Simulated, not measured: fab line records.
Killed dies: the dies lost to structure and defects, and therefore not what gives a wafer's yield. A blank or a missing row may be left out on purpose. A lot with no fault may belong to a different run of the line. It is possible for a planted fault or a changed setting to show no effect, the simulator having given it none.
Comparing a struck lot with a sound one :: flow n5 finfet :: 41 out of 1938 route steps
Sound: these wafers, L288.2, L288.5, L288.6. The struck wafers were L297.2, L297.4, L297.6. The cause comes at the end.
Per side, at each step with rows, come the tool, then ch with its chambers, and then its first start. Under that, the readings that differ: sound wafers :: struck wafers :: difference of the means :: sigmas: that difference in standard deviations of wafers without a fault.
alike: readings whose means differ by less than 2 such deviations, and words and numbers that are the same on both sides. not compared: withheld readings, readings that some wafer has no value for, bounds like >300 that may hide the same value, and numbers for which the record gives no deviation and whose values overlap.
The two part at a step that has a row with sigmas, a row that says differs or no value, or rows on one side only. Numbers that don't overlap but have no deviation are shown without sigmas and don't part them. A reading missing from all wafers of one side parts the sides only when that side holds two or more wafers.

first, 5 steps without rows for these wafers: N5_BEOL_M3_SURFACE_TREAT_85; N5_BEOL_M3_CVD_47 (deposits Co from CCTBA/H2, target thk 3 nm, time 223.8 s); N5_BEOL_M3_SPUTTER_48 (material Cu, target thk 4.5 nm, time 8.29 s); N5_BEOL_M3_ANNEAL_49 (time 240 s); N5_BEOL_M3_SPUTTER_79 (material Cu, target thk 4.5 nm, time 8.29 s).
N5_BEOL_M3_ANNEAL_80: time 240 s.
  sound on pvd sputter-01, day 8 21:31; struck on pvd sputter-03, day 11 16:11
  alike: heater power w
then, 1 step without rows for these wafers: N5_BEOL_M3_SPUTTER_81 (material Cu, target thk 4.5 nm, time 8.29 s).
N5_BEOL_M3_ANNEAL_82: time 240 s.
  sound on pvd sputter-01, day 8 21:46; struck on pvd sputter-03, day 11 16:24
  alike: heater power w
then, 4 steps without rows for these wafers: N5_BEOL_M3_SPUTTER_86 (material Cu, target thk 4.5 nm, time 8.29 s); N5_BEOL_M3_ANNEAL_87 (time 240 s); N5_BEOL_M3_SPUTTER_88 (material Cu, target thk 4.5 nm, time 8.29 s); N5_BEOL_M3_ANNEAL_89 (time 240 s).
N5_BEOL_M3_SPUTTER_90: material Cu, target thk 4.5 nm, time 8.29 s.
  sound on pvd sputter-01, day 8 22:31; struck on pvd sputter-03, day 11 16:59
  alike: chamber pressure pa, throttle valve pct
N5_BEOL_M3_ANNEAL_91: time 240 s.
  sound on pvd sputter-01, day 8 22:37; struck on pvd sputter-03, day 11 17:04
  alike: heater power w
then, 4 steps without rows for these wafers: N5_BEOL_M3_SPUTTER_92 (material Cu, target thk 4.5 nm, time 8.29 s); N5_BEOL_M3_ANNEAL_93 (time 240 s); N5_BEOL_M3_SPUTTER_94 (material Cu, target thk 4.5 nm, time 8.29 s); N5_BEOL_M3_ANNEAL_95 (time 240 s).
N5_BEOL_M3_SPUTTER_96: material Cu, target thk 4.5 nm, time 8.29 s.
  sound on pvd sputter-01, day 8 23:20; struck on pvd sputter-03, day 11 17:38
  alike: chamber pressure pa, throttle valve pct
then, 1 step without rows for these wafers: N5_BEOL_M3_ECD_50 (material Cu, target thk 300 nm).
N5_BEOL_M3_ANNEAL_51: time 90 s.
  sound on rtp anneal-02 ch 0, day 8 23:36; struck on rtp anneal-02 ch 0, day 11 17:58
  alike: wafer_temp_C_max
then, 5 steps without rows for these wafers: N5_BEOL_M3_CMP_52 (polishes, stops on SiOC, t overpolish 6.8 s, target thk 40 nm); N5_BEOL_M3_PRE_CLEAN_60 (time 15 s); N5_BEOL_M3_CO_CAP_55 (material Co, precursor CCTBA/H2, target thk 2 nm, time 102.1 s); N5_BEOL_M3_PRE_CLEAN_56 (time 15 s); N5_BEOL_M3_DEP_57 (deposits SiCN from 3MS/NH3, target thk 8 nm, time 14 s).
N5_BEOL_M3_RS_MEAS_58: measures by four-point-probe.
  sound on film metro-01, day 9 00:25; struck on film metro-02, day 11 18:47
  alike: M3_RS
then, 1 step without rows for these wafers: N5_BEOL_M4_ILD_DEP_00 (deposits SiOC from DEMS/O2, target thk 79 nm, time 15.3 s).
N5_BEOL_M4_THK_MEAS_01:
  sound on film metro-02, day 9 00:32; struck on film metro-02, day 11 18:55
  alike: M4_ILD_THK
then, 11 steps without rows for these wafers: N5_BEOL_M4_PECVD_72 (deposits SiO2 from TEOS/O2, target thk 16 nm, time 18 s); N5_BEOL_M4_HM_DEP_02 (deposits TiN, target thk 20 nm); N5_BEOL_M4_COAT_61 (time 60 s, resist thk 60 nm); N5_BEOL_M4_COAT_62 (time 60 s, resist thk 12 nm); N5_BEOL_M4_COAT_73 (time 60 s, resist thk 5 nm); N5_BEOL_M4_COAT_05 (resist thk 30 nm); N5_BEOL_M4_EBR_07; N5_BEOL_M4_SOFTBAKE_06 (time 60 s); N5_BEOL_M4_EXPOSE_08 (exposes mask M4); N5_BEOL_M4_PEB_09 (peb time 60 s); N5_BEOL_M4_DEVELOP_10 (develop time 30 s).
-- here the record skips 5 days between the struck wafers' starts before and after, leaving off in module BEOL_M4 and picking up in module PASSIVATION (first step shown: number 1936 of the route) --
N5_PASSIVATION_PROBE_49:
  rows exist in the record for the struck wafers here (prober-02, day 16 14:52), but not for the sound ones

## WHERE THEY PART
N5_PASSIVATION_PROBE_49 only, going by this record.

WHY: whatever the simulator had introduced
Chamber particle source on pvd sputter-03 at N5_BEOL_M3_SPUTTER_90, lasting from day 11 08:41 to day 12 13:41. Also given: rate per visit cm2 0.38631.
